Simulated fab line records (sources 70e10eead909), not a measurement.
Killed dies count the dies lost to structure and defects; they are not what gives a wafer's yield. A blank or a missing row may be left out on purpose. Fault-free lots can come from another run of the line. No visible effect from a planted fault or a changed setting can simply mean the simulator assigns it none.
The tool behind it: which one? | flow nand-harc | Sampling: 24 lots, 72 wafers, 4 of 1302 route steps

WHAT THE GAUGES READ, wafer by wafer
NHARC_P_CONTACT_INSPECT_27. Usual: 308 for raw-defect-count, sd 130.
lot  | measured     | on                | raw-defect-count | flag
L074 | day 5 19:44  | defect-inspect-02 | 167 123 218      |
L075 | day 6 11:25  | defect-inspect-02 | 222 235 320      |
L076 | day 6 14:37  | defect-inspect-02 | 127 181 164      |
L077 | day 7 06:35  | defect-inspect-02 | 295 276 233      |
L078 | day 7 15:04  | defect-inspect-01 | 338 197 174      |
L079 | day 8 01:17  | defect-inspect-02 | 107 363 244      |
L080 | day 8 15:56  | defect-inspect-01 | 322 230 427      |
L081 | day 9 06:18  | defect-inspect-01 | 333 294 405      |
L082 | day 9 09:47  | defect-inspect-01 | 181 214 127      |
L083 | day 10 00:20 | defect-inspect-01 | 336 440 344      |
L085 | day 10 14:59 | defect-inspect-02 | 334 302 207      |
L084 | day 10 15:22 | defect-inspect-01 | 163 193 402      |
L086 | day 11 01:45 | defect-inspect-02 | 715 582 728      |
L088 | day 11 22:50 | defect-inspect-02 | 578 439 440      |
L087 | day 11 23:58 | defect-inspect-01 | 162 296 352      |
L089 | day 12 11:07 | defect-inspect-02 | 147 252 157      |
L090 | day 12 18:05 | defect-inspect-02 | 238 281 237      |
L091 | day 13 05:07 | defect-inspect-02 | 344 450 307      |
L092 | day 13 16:21 | defect-inspect-02 | 184 311 350      |
L093 | day 13 17:03 | defect-inspect-01 | 476 414 308      |
L094 | day 14 03:16 | defect-inspect-01 | 253 285 506      |
L095 | day 14 15:41 | defect-inspect-01 | 281 336 458      |
L096 | day 15 07:28 | defect-inspect-01 | 426 310 532      |
L097 | day 15 15:23 | defect-inspect-02 | 456 377 192      |

TOOL THAT RAN EACH LOT (tool first, then ch and the chambers of the sampled wafers, then the start)
lot  | NHARC_P_GATE_DEGAS_109       | NHARC_P_CONTACT_DEP_00                     | NHARC_P_CONTACT_DESCUM_17
L074 | pvd-sputter-03, day 5 13:49  | pecvd-01 ch 0,1,2, day 5 16:34 or earlier  | rie-diel-13 ch 1,2,3, day 5 16:34
L075 | pvd-sputter-03, day 6 05:20  | pecvd-01 ch 0,2, day 6 06:42               | rie-diel-02 ch 0,3, day 6 08:20
L076 | pvd-sputter-02, day 6 08:53  | pecvd-03 ch 0,1,2, day 6 11:32 or earlier  | rie-diel-13 ch 0,2, day 6 11:32
L077 | pvd-sputter-02, day 7 00:32  | pecvd-01 ch 0,2, day 7 03:30 or earlier    | rie-diel-13 ch 0,2,3, day 7 03:30
L078 | pvd-sputter-01, day 7 09:23  | pecvd-02 ch 1,2, day 7 12:00 or earlier    | rie-diel-03 ch 1,2, day 7 12:00
L079 | pvd-sputter-01, day 7 19:23  | pecvd-02 ch 0,2, day 7 22:07 or earlier    | rie-diel-03 ch 0,3, day 7 22:07
L080 | pvd-sputter-02, day 8 09:50  | pecvd-02 ch 0,1,2, day 8 12:53 or earlier  | rie-diel-13 ch 0,2,3, day 8 12:53
L081 | pvd-sputter-02, day 9 00:29  | pecvd-01 ch 0,1,2, day 9 03:13 or earlier  | rie-diel-03 ch 0,2, day 9 03:13
L082 | pvd-sputter-03, day 9 03:08  | pecvd-01 ch 0,1, day 9 06:43 or earlier    | rie-diel-02 ch 0,1,3, day 9 06:43
L083 | pvd-sputter-03, day 9 18:36  | pecvd-03 ch 0,2, day 9 21:15 or earlier    | rie-diel-02 ch 0,3, day 9 21:15
L085 | pvd-sputter-03, day 10 09:09 | pecvd-01 ch 0,1,2, day 10 11:55 or earlier | rie-diel-03 ch 1,2,3, day 10 11:55
L084 | pvd-sputter-02, day 10 09:32 | pecvd-02 ch 0,1,2, day 10 12:17 or earlier | rie-diel-13 ch 0,2, day 10 12:17
L086 | pvd-sputter-03, day 10 19:52 | pecvd-03 ch 1,2, day 10 22:40 or earlier   | rie-diel-02 ch 2,3, day 10 22:40
L088 | pvd-sputter-01, day 11 16:45 | pecvd-01 ch 0,2, day 11 18:23              | rie-diel-02 ch 2,3, day 11 19:46
L087 | pvd-sputter-02, day 11 18:06 | pecvd-03 ch 1,2, day 11 20:50 or earlier   | rie-diel-03 ch 0,1, day 11 20:50
L089 | pvd-sputter-02, day 12 05:17 | pecvd-03 ch 0,2, day 12 08:02 or earlier   | rie-diel-03 ch 0,2,3, day 12 08:02
L090 | pvd-sputter-02, day 12 12:15 | pecvd-01 ch 0,2, day 12 15:00 or earlier   | rie-diel-02 ch 0,1, day 12 15:00
L091 | pvd-sputter-01, day 12 22:48 | pecvd-01 ch 1,2, day 13 00:33              | rie-diel-02 ch 1,2,3, day 13 02:03
L092 | pvd-sputter-02, day 13 10:30 | pecvd-02 ch 0,1,2, day 13 13:16 or earlier | rie-diel-02 ch 0,1,3, day 13 13:16
L093 | pvd-sputter-02, day 13 11:20 | pecvd-03 ch 0,1,2, day 13 13:58 or earlier | rie-diel-13 ch 0,2,3, day 13 13:58
L094 | pvd-sputter-01, day 13 21:23 | pecvd-02 ch 1,2, day 14 00:01 or earlier   | rie-diel-13 ch 0,1, day 14 00:01
L095 | pvd-sputter-01, day 14 09:59 | pecvd-02 ch 0,2, day 14 12:35 or earlier   | rie-diel-02 ch 1,2, day 14 12:35
L096 | pvd-sputter-03, day 15 01:45 | pecvd-01 ch 0,1,2, day 15 04:23 or earlier | rie-diel-13 ch 0,1,3, day 15 04:23
L097 | pvd-sputter-03, day 15 09:31 | pecvd-01 ch 0,1,2, day 15 12:19 or earlier | rie-diel-03 ch 0,1,3, day 15 12:19
- NHARC_P_GATE_DEGAS_109: time 60 s.
- NHARC_P_CONTACT_DEP_00: deposits SiO2, target thk 500 nm.
- NHARC_P_CONTACT_DESCUM_17: chemistry O2, time 3 s.

AS READ BY THE TOOLS THEMSELVES (means over the sampled wafers that have a number; for cases with no such wafer, the mark the record gives instead)
NHARC_P_GATE_DEGAS_109. Usual: 459 W for heater-power-w, sd 38.
lot  | tool           | heater-power-w (W) | flag
L074 | pvd-sputter-03 | 482                |
L075 | pvd-sputter-03 | 472                |
L076 | pvd-sputter-02 | 451                |
L077 | pvd-sputter-02 | 451                |
L078 | pvd-sputter-01 | 481                |
L079 | pvd-sputter-01 | 452                |
L080 | pvd-sputter-02 | 423                |
L081 | pvd-sputter-02 | 420                |
L082 | pvd-sputter-03 | 446                |
L083 | pvd-sputter-03 | 471                |
L085 | pvd-sputter-03 | 456                |
L084 | pvd-sputter-02 | 419                |
L086 | pvd-sputter-03 | 463                |
L088 | pvd-sputter-01 | 509                |
L087 | pvd-sputter-02 | 431                |
L089 | pvd-sputter-02 | 452                |
L090 | pvd-sputter-02 | 435                |
L091 | pvd-sputter-01 | 507                |
L092 | pvd-sputter-02 | 426                |
L093 | pvd-sputter-02 | 421                |
L094 | pvd-sputter-01 | 475                |
L095 | pvd-sputter-01 | 503                |
L096 | pvd-sputter-03 | 456                |
L097 | pvd-sputter-03 | 460                |

NHARC_P_CONTACT_DEP_00. Usual: heater-power-w 613 W, standard deviation 130; throttle-valve-pct 15.6 %, standard deviation 0.46.
lot  | tool     | heater-power-w (W) | throttle-valve-pct (%) | flag
L074 | pecvd-01 | 636                | 16.1                   |
L075 | pecvd-01 | 729                | 16.5                   |
L076 | pecvd-03 | 567                | 15.7                   |
L077 | pecvd-01 | 715                | 15.8                   |
L078 | pecvd-02 | 467                | 14.9                   |
L079 | pecvd-02 | 380                | 15.1                   |
L080 | pecvd-02 | 515                | 15.1                   |
L081 | pecvd-01 | 705                | 15.7                   |
L082 | pecvd-01 | 718                | 15.7                   |
L083 | pecvd-03 | 610                | 15.2                   |
L085 | pecvd-01 | 697                | 15.8                   |
L084 | pecvd-02 | 545                | 15.3                   |
L086 | pecvd-03 | 590                | 15.2                   |
L088 | pecvd-01 | 689                | 15.9                   |
L087 | pecvd-03 | 628                | 15.4                   |
L089 | pecvd-03 | 641                | 15.2                   |
L090 | pecvd-01 | 745                | 15.9                   |
L091 | pecvd-01 | 627                | 16.0                   |
L092 | pecvd-02 | 546                | 15.3                   |
L093 | pecvd-03 | 644                | 15.5                   |
L094 | pecvd-02 | 561                | 15.1                   |
L095 | pecvd-02 | 398                | 15.3                   |
L096 | pecvd-01 | 653                | 16.2                   |
L097 | pecvd-01 | 656                | 16.2                   |

NHARC_P_CONTACT_DESCUM_17. Usual: drypump-motor-current-A 5.7 A, standard deviation 0.45; oes-product-au 1.005 a.u., standard deviation 0.011; rf-vpp-V 57.6 V, standard deviation 0.83; showerhead-plenum-p-Torr 1.88 Torr, standard deviation 0.065; throttle-valve-pct 11.312 %, standard deviation 0.0093.
lot  | tool        | drypump-motor-current-A (A) | oes-product-au (a.u.) | rf-vpp-V (V) | showerhead-plenum-p-Torr (Torr) | throttle-valve-pct (%) | flag
L074 | rie-diel-13 | 6.1                         | 1.007                 | 57.6         | 1.90                            | 11.309                 |
L075 | rie-diel-02 | 5.6                         | 1.006                 | 57.8         | 1.96                            | 11.305                 |
L076 | rie-diel-13 | 5.7                         | 1.007                 | 57.1         | 1.86                            | 11.299                 |
L077 | rie-diel-13 | 6.0                         | 1.003                 | 58.2         | 1.89                            | 11.312                 |
L078 | rie-diel-03 | 5.1                         | 1.018                 | 57.0         | 1.79                            | 11.321                 |
L079 | rie-diel-03 | 6.0                         | 1.001                 | 57.0         | 1.84                            | 11.314                 |
L080 | rie-diel-13 | 6.0                         | 0.996                 | 57.6         | 1.89                            | 11.311                 |
L081 | rie-diel-03 | 5.8                         | 1.001                 | 57.8         | 1.83                            | 11.312                 |
L082 | rie-diel-02 | 5.7                         | 1.005                 | 56.7         | 1.91                            | 11.312                 |
L083 | rie-diel-02 | 5.6                         | 1.012                 | 57.7         | 1.96                            | 11.310                 |
L085 | rie-diel-03 | 5.3                         | 0.999                 | 58.1         | 1.81                            | 11.310                 |
L084 | rie-diel-13 | 5.6                         | 1.008                 | 58.0         | 1.89                            | 11.303                 |
L086 | rie-diel-02 | 5.5                         | 0.993                 | 57.3         | 1.88                            | 11.305                 |
L088 | rie-diel-02 | 5.5                         | 1.010                 | 58.0         | 1.91                            | 11.314                 |
L087 | rie-diel-03 | 5.9                         | 0.997                 | 56.9         | 1.82                            | 11.320                 |
L089 | rie-diel-03 | 5.7                         | 1.002                 | 57.3         | 1.83                            | 11.316                 |
L090 | rie-diel-02 | 5.8                         | 1.005                 | 57.4         | 1.86                            | 11.307                 |
L091 | rie-diel-02 | 5.7                         | 1.008                 | 58.0         | 1.86                            | 11.310                 |
L092 | rie-diel-02 | 5.7                         | 1.008                 | 58.3         | 1.91                            | 11.322                 |
L093 | rie-diel-13 | 6.0                         | 1.010                 | 57.5         | 1.89                            | 11.320                 |
L094 | rie-diel-13 | 5.7                         | 1.014                 | 58.2         | 1.93                            | 11.326                 |
L095 | rie-diel-02 | 5.6                         | 0.999                 | 57.5         | 1.83                            | 11.310                 |
L096 | rie-diel-13 | 6.0                         | 1.017                 | 57.2         | 1.93                            | 11.313                 |
L097 | rie-diel-03 | 5.7                         | 1.004                 | 56.8         | 1.82                            | 11.303                 |

THE ANSWER, worked out from the rows above alone
Rule: take the mean of a lot's wafers that have a number; if it is more than 3 standard deviations from the usual mean, the lot is off. A lot without any number at a reading at which 4 lots or more have one is off too. Any other lot the step has rows for is counted as sound. After the gauges, taken in route order, come the tools' own readings; for these a lot's mean is taken, as printed above. The first step at which some lot is off is used, and at that step the reading that is off furthest; a lot without a number counts as furthest.
None of the lots is off at any reading shown; this tells nothing.

WHAT THE SIMULATOR PUT IN
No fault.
